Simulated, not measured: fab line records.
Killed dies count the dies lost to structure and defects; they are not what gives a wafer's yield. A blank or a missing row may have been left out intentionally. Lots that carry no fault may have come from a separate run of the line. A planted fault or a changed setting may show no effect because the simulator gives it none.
Chamber matching -- flow n5-finfet -- 4 sister chambers for N5_MIM_BOT_ETCH_ETCH_04 on rie-diel-02
The step etches SiNx in CF4/O2, target depth 26 nm, time 13 s. 22 wafers are shown with their chamber, then 11 later ones without.

== WAFERS WITH THEIR CHAMBER ==
wafer,chamber,drypump-motor-current-A (A),showerhead-plenum-p-Torr (Torr),oes-product-au (a.u.)
L075.1,3,6.3,2.18,0.69
L075.2,1,5.3,2.11,0.76
L075.6,1,5.3,2.11,0.76
L077.1,3,6.3,2.18,0.70
L077.4,1,5.3,2.11,0.77
L077.6,0,5.7,2.17,0.98
L076.1,0,5.8,2.17,0.98
L076.2,3,6.3,2.18,0.70
L076.6,0,5.8,2.17,0.98
L080.2,3,6.3,2.18,0.70
L080.3,1,5.3,2.10,0.76
L080.4,2,5.7,2.26,0.67
L081.1,3,6.3,2.18,0.70
L081.2,1,5.3,2.10,0.76
L081.6,1,5.3,2.10,0.76
L083.1,3,6.3,2.17,0.70
L083.2,0,5.8,2.17,0.95
L083.4,2,5.7,2.26,0.67
L087.2,0,5.8,2.17,0.93
L087.5,1,5.3,2.10,0.74
L087.6,0,5.8,2.17,0.93
L090.1,1,5.3,2.10,0.74

SIGNATURES (means of the wafers above)
reading,chamber 0,chamber 1,chamber 2,chamber 3,scatter within a chamber
drypump-motor-current-A,5.783,5.300,5.700,6.300,0.0215
showerhead-plenum-p-Torr,2.1700,2.1037,2.2600,2.1783,0.00388
oes-product-au,0.9583,0.7562,0.6700,0.6983,0.0148
Rule: for each reading, subtract the chamber's mean from the wafer's reading, divide by that reading's scatter and square the result; add these up over the readings and take the root, which gives the wafer's distance from the chamber. The wafer belongs to the nearest chamber; if the next one is less than 2 further off, it can't be placed. How the scatter is found: for the shown wafers, subtract from each reading the mean of its chamber, square and add these, divide the total by (wafers less chambers), then take the root.

== WAFERS WHOSE CHAMBER IS MISSING ==
wafer,drypump-motor-current-A (A),showerhead-plenum-p-Torr (Torr),oes-product-au (a.u.)
L090.3,5.8,2.16,0.91
L090.4,6.3,2.17,1.02
L089.2,6.2,2.17,1.01
L089.3,5.8,2.16,0.91
L089.4,5.8,2.16,0.91
L095.3,5.7,2.25,0.93
L095.4,6.3,2.17,0.96
L095.6,5.8,2.16,0.88
L097.1,5.8,2.16,0.87
L097.3,6.2,2.16,0.95
L097.6,5.9,2.16,0.88

== THE CHAMBER EACH PASSED THROUGH ==
wafer,from the rows above,in truth
L090.3,0,0
L090.4,3,3
L089.2,can't be placed: 0 or 3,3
L089.3,0,0
L089.4,0,0
L095.3,2,2
L095.4,3,3
L095.6,0,0
L097.1,0,0
L097.3,can't be placed: 3 or 0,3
L097.6,0,0
Correctly placed: 9 of 11. Not placeable from these rows: 2 (in 2, the candidates include the true chamber). Wrongly placed: 0.
